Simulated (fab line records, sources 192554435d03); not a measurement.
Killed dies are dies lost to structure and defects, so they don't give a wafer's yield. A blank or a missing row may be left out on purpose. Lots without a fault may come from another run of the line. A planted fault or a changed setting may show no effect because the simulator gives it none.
Split-lot experiment | flow n5_finfet | 7 lots, 39 wafers read, on a route of 1938 steps

THE SPLIT
At N5_GATE_CUT_ETCH_37 (etches SOC in N2/H2, target depth 60 nm, overetch 12 nm, time 90 s), the setting bias_w was moved away from the recipe's 150 W on 9 of the 39 wafers read, by -17.9% to +5.9%. The other wafers ran this setting at the recipe's value.

The reading is taken at the split's own step.

THE READING
rf_vpp_V, in V, at N5_GATE_CUT_ETCH_37 (etches SOC in N2/H2, target depth 60 nm, overetch 12 nm, time 90 s). Fault-free wafers of this fab line usually give 522.5 V, standard deviation 2.9 V.

wafer  | tool, chamber at the split | bias_w as run, W | against the recipe | rf_vpp_V, V | against lot-mates on the recipe
L077.1 | rie_diel-06, 1             | 150              | recipe             | 521.0       | -
L077.2 | rie_diel-06, 0             | 150              | recipe             | 522.3       | -
L077.3 | rie_diel-06, 2             | 150              | recipe             | 520.9       | -
L077.4 | rie_diel-06, 3             | 150              | recipe             | 518.6       | -
L077.5 | rie_diel-06, 2             | 150              | recipe             | 521.4       | -
L077.6 | rie_diel-06, 3             | 150              | recipe             | 519.3       | -
L079.1 | rie_diel-01, 0             | 150              | recipe             | 520.2       | -
L079.2 | rie_diel-01, 1             | 150              | recipe             | 526.8       | -
L079.3 | rie_diel-01, 2             | 150              | recipe             | 523.9       | -
L079.4 | rie_diel-01, 3             | 150              | recipe             | 522.1       | -
L079.5 | rie_diel-01, 1             | 150              | recipe             | 526.6       | -
L079.6 | rie_diel-01, 2             | 150              | recipe             | 524.2       | -
L081.1 | rie_diel-02, 0             | 150              | recipe             | 527.9       | -
L081.2 | rie_diel-02, 2             | 150              | recipe             | 520.1       | -
L081.3 | rie_diel-02, 1             | 150              | recipe             | 520.8       | -
L081.4 | rie_diel-02, 0             | 128.2            | -14.5%             | 479.1       | -43.8
L081.5 | rie_diel-02, 1             | 128.2            | -14.5%             | 472.1       | -50.8
L081.6 | rie_diel-02, 2             | 128.2            | -14.5%             | 471.8       | -51.1
L086.1 | rie_diel-06, 0             | 150              | recipe             | 523.8       | -
L086.2 | rie_diel-06, 3             | 150              | recipe             | 520.3       | -
L086.3 | rie_diel-06, 1             | 150              | recipe             | 520.8       | -
L086.4 | rie_diel-06, 2             | 150              | recipe             | 522.4       | -
L086.5 | rie_diel-06, 0             | 150              | recipe             | 522.1       | -
L086.6 | rie_diel-06, 3             | 150              | recipe             | 519.5       | -
L092.1 | rie_diel-02, 3             | 158.8            | +5.9%              | 543.2       | +19.5
L092.2 | rie_diel-02, 2             | 150              | recipe             | 523.1       | -
L092.3 | rie_diel-02, 1             | 150              | recipe             | 520.3       | -
L092.4 | rie_diel-02, 0             | 150              | recipe             | 527.8       | -
L092.5 | rie_diel-02, 3             | 158.8            | +5.9%              | 542.7       | +19.0
L092.6 | rie_diel-02, 2             | 158.8            | +5.9%              | 538.1       | +14.4
L093.1 | rie_diel-06, 0             | 123.2            | -17.9%             | 461.2       | -59.3
L093.2 | rie_diel-06, 1             | 150              | recipe             | 521.0       | -
L093.3 | rie_diel-06, 3             | 150              | recipe             | 519.4       | -
L093.4 | rie_diel-06, 2             | 150              | recipe             | 521.0       | -
L093.5 | rie_diel-06, 2             | 123.2            | -17.9%             | 459.5       | -61.0
L093.6 | rie_diel-06, 3             | 123.2            | -17.9%             | 459.6       | -60.9
L097.2 | rie_diel-06, 3             | 150              | recipe             | 520.4       | -
L097.3 | rie_diel-06, 1             | 150              | recipe             | 520.9       | -
L097.4 | rie_diel-06, 2             | 150              | recipe             | 521.3       | -

THE FIT
A straight line over all 39 wafers: rf_vpp_V changes by +3.38 V for each +1% of bias_w; r = +0.99; the points scatter about the line by 2.6 V.
The same after taking each lot's own level away (the mean of its wafers on the recipe; 39 wafers): +3.33 V for each +1%; r = +0.99; scatter 2.2 V.
On that fit, the largest move of bias_w shifts the reading by 60 V.
The lots' own levels span 520.47 to 523.97 V, that is 1.2 times the standard deviation above.
So the lot-to-lot level changes the slope little: the two slopes agree.
Check: with one of the wafers moved furthest among these (-17.9%) left out of the fit, the line predicts -59.9 V for it against its lot-mates. It came out at -59.3 V against them.
Tool readings at the split's step, against how far the setting was moved: rf_vpp_V r = +0.99.

THE WHOLE CHAIN: every reading that the file lists as answering this split, in the file's order
step                | what it does                                                       | reading                                                                           | change (the file's fit)                | r (the file's)
N5_GATE_CUT_ETCH_37 | etches SOC in N2/H2, target depth 60 nm, overetch 12 nm, time 90 s | rf_vpp_V                                                                          | +3.34 V for each +1% of the setting    | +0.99
N5_GATE_CUT_ETCH_37 | etches SOC in N2/H2, target depth 60 nm, overetch 12 nm, time 90 s | SiARC_of_GATE_CUT_COAT_35.thk_nm (the simulator's own value, which no gauge read) | -0.0536 nm for each +1% of the setting | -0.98

THE FILE'S OWN FIT
rf_vpp_V changes by +3.34 V for each +1% of bias_w, r = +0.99.
